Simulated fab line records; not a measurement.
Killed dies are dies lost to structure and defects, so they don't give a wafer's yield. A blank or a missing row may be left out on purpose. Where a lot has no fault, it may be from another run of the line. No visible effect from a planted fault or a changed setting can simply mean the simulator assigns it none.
fab line records    flow n5Finfet
[record] lots = 6  wafers = 16  lastDay = 17
route steps=1938 shown BEOL_M5@1177
lots that met no fault: taken from a fault-free run of the same line
startH: start of the lot's first displayed wafer, in hours after the record's first day    waitH: hours since the lot's step before    " identical to the entry in the row above    L1.1+2: a row that stands for several wafers    - value missing, or start not given    * or withheld: withheld    < > ~ a bound
route shown NAME@n: a module of which the file shows steps, and the number in the route of the first    usual: mean/standard deviation of fault-free wafers    same: alike in all rows    chamber/n: place in a boat    sites: readings site by site    _std_site: standard deviation across them    _edge_site: outer sites' mean less inner sites'    radiusMm: how far each site lies from the wafer's centre    mask NAME#n: copy n    behind: tool/chamber where the wafer was last shaped    hold: what put the lot on hold/how long, in hours/how the hold closed    device: the transistor (n, p or np) that didn't switch    end of line: tests run on the same wafers once the route is complete    a step without rows: its recipe alone    killed: the dies lost at the first sort to structure and to defects; this is not the yield of the wafer    map: the dies of a wafer, with x for killed, . for not killed, _ for no die there
set.NAME: the setting as run; set.NAME@STEP: as run at that earlier step    model.NAME: the simulator's own value behind a step, which no gauge read
lots seen at some steps along the route; tables by step, rows by wafer
services: a tool's chamber out of use, with start hour (startH, from the record's first day; less than 0 if before it), hours out, and reason
[[steps]]
[step N5_BEOL_M5_SPUTTER_81]
[recipe] material = Cu  targetThkA = 150  tempC = -20  chamberPressurePa = 0.07  powerW = withheld  timeS = 27.62
[usual] chuckSensorTempC = -15.8/0.61  throttleValvePct = 30.3/0.88
lot.wafer  tool           chamber  startH  waitH  chuckSensorTempC  throttleValvePct
L118.1     pvdSputter-02  -        222.26  0.5    -16.0             30.9
L118.2     "              -        "       "      -17.0             31.4
L118.4     "              -        "       "      -16.0             29.8
L121.3     pvdSputter-02  -        237.38  0.5    -16.2             30.0
L121.4     "              -        "       "      -17.0             31.6
L121.5     "              -        "       "      -15.8             30.8
L122.1     pvdSputter-03  -        244.49  0.5    -14.8             29.2
L122.2     "              -        "       "      -15.6             31.9
L122.6     "              -        "       "      -16.7             30.7
L127.1     pvdSputter-03  -        280.56  0.5    -16.6             30.8
L127.4     "              -        "       "      -15.6             29.7
L132.2     pvdSputter-02  -        304.34  0.5    -15.2             30.0
L132.3     "              -        "       "      -15.8             30.6
L134.1     pvdSputter-02  -        312.12  0.5    -15.2             30.0
L134.5     "              -        "       "      -16.0             30.8
L134.6     "              -        "       "      -17.1             31.6
[step N5_BEOL_M5_ANNEAL_82]
[recipe] tempC = 400  timeS = 1800  ambient = vacuum
[step N5_BEOL_M5_SPUTTER_83]
[recipe] material = Cu  targetThkA = 150  tempC = -20  chamberPressurePa = 0.07  powerW = withheld  timeS = 27.62
[usual] chuckSensorTempC = -15.8/0.62  throttleValvePct = 30.3/0.9
lot.wafer  tool           chamber  startH  waitH  chuckSensorTempC  throttleValvePct
L118.1     pvdSputter-02  -        223.35  0.5    -16.0             30.7
L118.2     "              -        "       "      -17.2             31.6
L118.4     "              -        "       "      -16.3             30.0
L121.3     pvdSputter-02  -        238.46  0.5    -16.3             30.1
L121.4     "              -        "       "      -17.2             31.7
L121.5     "              -        "       "      -15.9             31.0
L122.1     pvdSputter-03  -        245.57  0.5    -14.9             29.1
L122.2     "              -        "       "      -15.9             31.7
L122.6     "              -        "       "      -16.6             30.8
L127.1     pvdSputter-03  -        281.64  0.5    -16.6             30.6
L127.4     "              -        "       "      -15.4             30.0
L132.2     pvdSputter-02  -        305.56  0.6    -15.1             29.9
L132.3     "              -        "       "      -16.0             30.8
L134.1     pvdSputter-02  -        313.21  0.5    -15.1             29.8
L134.5     "              -        "       "      -16.0             30.9
L134.6     "              -        "       "      -17.0             31.2
[step N5_BEOL_M5_ANNEAL_84]
[recipe] tempC = 400  timeS = 1800  ambient = vacuum
[step N5_BEOL_M5_SPUTTER_88]
[recipe] material = Cu  targetThkA = 150  tempC = -20  chamberPressurePa = 0.07  powerW = withheld  timeS = 27.62
[usual] chuckSensorTempC = -15.8/0.6  throttleValvePct = 30.3/0.85
lot.wafer  tool           chamber  startH  waitH  chuckSensorTempC  throttleValvePct
L118.1     pvdSputter-02  -        224.44  0.5    -15.8             30.8
L118.2     "              -        "       "      -17.1             31.5
L118.4     "              -        "       "      -16.3             29.7
L121.3     pvdSputter-02  -        239.55  0.5    -16.1             30.0
L121.4     "              -        "       "      -16.9             31.4
L121.5     "              -        "       "      -15.8             30.8
L122.1     pvdSputter-03  -        246.66  0.5    -14.7             29.0
L122.2     "              -        "       "      -15.7             31.8
L122.6     "              -        "       "      -16.7             30.9
L127.1     pvdSputter-03  -        282.73  0.5    -16.6             30.6
L127.4     "              -        "       "      -15.5             29.6
L132.2     pvdSputter-02  -        306.78  0.6    -15.2             29.8
L132.3     "              -        "       "      -15.9             30.8
L134.1     pvdSputter-02  -        314.29  0.5    -15.1             29.8
L134.5     "              -        "       "      -16.0             30.6
L134.6     "              -        "       "      -17.0             31.3
[step N5_BEOL_M5_ANNEAL_89]
[recipe] tempC = 400  timeS = 1800  ambient = vacuum
[usual] heaterPowerW = 818/59
lot.wafer  tool           chamber  startH  waitH  heaterPowerW
L118.1     pvdSputter-02  -        224.52  0.0    858
L118.2     "              -        "       "      864
L118.4     "              -        "       "      681
L121.3     pvdSputter-02  -        239.63  0.0    678
L121.4     "              -        "       "      825
L121.5     "              -        "       "      869
L122.1     pvdSputter-03  -        246.74  0.0    793
L122.2     "              -        "       "      788
L122.6     "              -        "       "      807
L127.1     pvdSputter-03  -        282.81  0.0    826
L127.4     "              -        "       "      759
L132.2     pvdSputter-02  -        306.86  0.0    837
L132.3     "              -        "       "      862
L134.1     pvdSputter-02  -        314.37  0.0    845
L134.5     "              -        "       "      879
L134.6     "              -        "       "      854
[step N5_BEOL_M5_SPUTTER_90]
[recipe] material = Cu  targetThkA = 45  tempC = -20  chamberPressurePa = 0.07  powerW = withheld  timeS = 8.29
[usual] chuckSensorTempC = -15.8/0.62  throttleValvePct = 30.3/0.9
lot.wafer  tool           chamber  startH  waitH  chuckSensorTempC  throttleValvePct
L118.1     pvdSputter-02  -        225.52  0.5    -15.9             30.7
L118.2     "              -        "       "      -17.1             31.6
L118.4     "              -        "       "      -16.0             30.1
L121.3     pvdSputter-02  -        240.64  0.5    -16.2             29.7
L121.4     "              -        "       "      -17.3             31.4
L121.5     "              -        "       "      -15.9             30.6
L122.1     pvdSputter-03  -        247.75  0.5    -14.6             28.7
L122.2     "              -        "       "      -15.7             31.9
L122.6     "              -        "       "      -16.8             30.8
L127.1     pvdSputter-03  -        283.82  0.5    -16.9             30.7
L127.4     "              -        "       "      -15.4             29.7
L132.2     pvdSputter-02  -        307.87  0.5    -15.1             29.9
L132.3     "              -        "       "      -15.7             30.5
L134.1     pvdSputter-02  -        315.38  0.5    -15.0             30.0
L134.5     "              -        "       "      -15.9             30.7
L134.6     "              -        "       "      -16.9             31.4
[step N5_BEOL_M5_ECD_50]
[recipe] material = Cu  targetThkA = 3000
[step N5_BEOL_M5_ANNEAL_51]
[recipe] tempC = 225  timeS = 90  ambient = N2
[step N5_BEOL_M5_CMP_52]
[recipe] stopOn = SiCOH_lowk  tOverpolishS = 6.9  downForcePsi = 1  platenRpm = 50  clearingPlatenDownForcePsi = 1.5  clearingPlatenRpm = 50  postCmpClean = cuAlkaline  targetThkNm = 62  clearingPlatenPadVelocityMS = 0.99484  padVelocityMS = 0.99484
[step N5_BEOL_M5_THK_MEAS_53]
[recipe] thkMeasGauge = xrf  reads = Cu_of_BEOL_M5_ECD_50
[usual] M5_THK = 61.7/1.4
lot.wafer  tool          chamber  startH  waitH  M5_THK[nm]
L118.1     filmMetro-02  -        226.33  -      62.6
L118.2     "             -        "       "      60.2
L118.4     "             -        "       "      61.9
L121.3     filmMetro-01  -        241.45  0.3    60.7
L121.4     "             -        "       "      57.7
L121.5     "             -        "       "      61.0
L122.1     filmMetro-01  -        249.28  -      60.4
L122.2     "             -        "       "      60.5
L122.6     "             -        "       "      61.9
L127.1     filmMetro-02  -        284.61  -      60.5
L127.4     "             -        "       "      61.2
L132.2     filmMetro-01  -        308.68  -      64.2
L132.3     "             -        "       "      63.0
L134.1     filmMetro-02  -        316.17  -      60.1
L134.5     "             -        "       "      62.6
L134.6     "             -        "       "      63.2
[step N5_BEOL_M5_PRE_CLEAN_77]
[recipe] gas = NH3/H2  timeS = 15  tempC = *  rfPowerW = 300
[step N5_BEOL_M5_CO_CAP_78]
[recipe] material = Co  targetThkA = 20  tempC = 200  precursor = CCTBA/H2  pressureTorr = 30  timeS = 102.1
[usual] heaterPowerW = 242/28  runLengthS = 125.1/0.53
lot.wafer  tool      chamber  startH  waitH  heaterPowerW  runLengthS  model.Co_of_BEOL_M5_CO_CAP_78.thkNm
L118.1     cvdCo-02  2        226.41  0.0    305           125.3       2
L118.2     "         1        "       "      252           124.0       2
L118.4     "         2        "       "      303           125.6       1.8
L121.3     cvdCo-01  2        241.53  0.0    214           125.4       1.8
L121.4     "         2        "       "      212           125.4       1.8
L121.5     "         0        "       "      249           125.3       2
L122.1     cvdCo-01  1        249.59  0.0    238           125.1       2
L122.2     "         0        "       "      248           125.1       2
L122.6     "         0        "       "      253           124.8       2
L127.1     cvdCo-02  2        284.69  0.0    311           125.5       2
L127.4     "         1        "       "      248           183.8       3.2
L132.2     cvdCo-02  1        308.75  0.0    248           124.4       1.8
L132.3     "         0        "       "      227           184.0       3.2
L134.1     cvdCo-01  1        316.25  0.0    242           125.3       2.2
L134.5     "         1        "       "      241           125.0       2
L134.6     "         0        "       "      247           125.4       2.2
[step N5_BEOL_M5_PRE_CLEAN_55]
[recipe] gas = NH3  timeS = 15  tempC = withheld  rfPowerW = 300
[[services]]
tool      chamber  startH  hours  kind
cvdCo-02  -        241.53  13.1   repair
cvdCo-02  -        261.52  6.9    pm
cvdCo-02  -        272.38  3.9    repair
[[key]]
[firstSign] step = N5_BEOL_M5_CO_CAP_78  reading = runLengthS  direction = up  sigmas = 99+  usual = *  struck = *
effect none on later readings
[modelEffect] step = N5_BEOL_M5_CO_CAP_78  value = Co_of_BEOL_M5_CO_CAP_78.thkNm  without = 2  struck = 3.2
metAt N5_BEOL_M5_CO_CAP_78
struckWafers L127.4,L132.3
onsetBetween 226.41 284.69
[fault] kind = processParameterDrift  tool = cvdCo-02  chamber = -  onsetH = 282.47  steps = N5_BEOL_M5_CO_CAP_78  channel = timeS  offset = *  shape = step  endH = 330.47  scope = struckWafersOnly  actsIn = *  stated = *
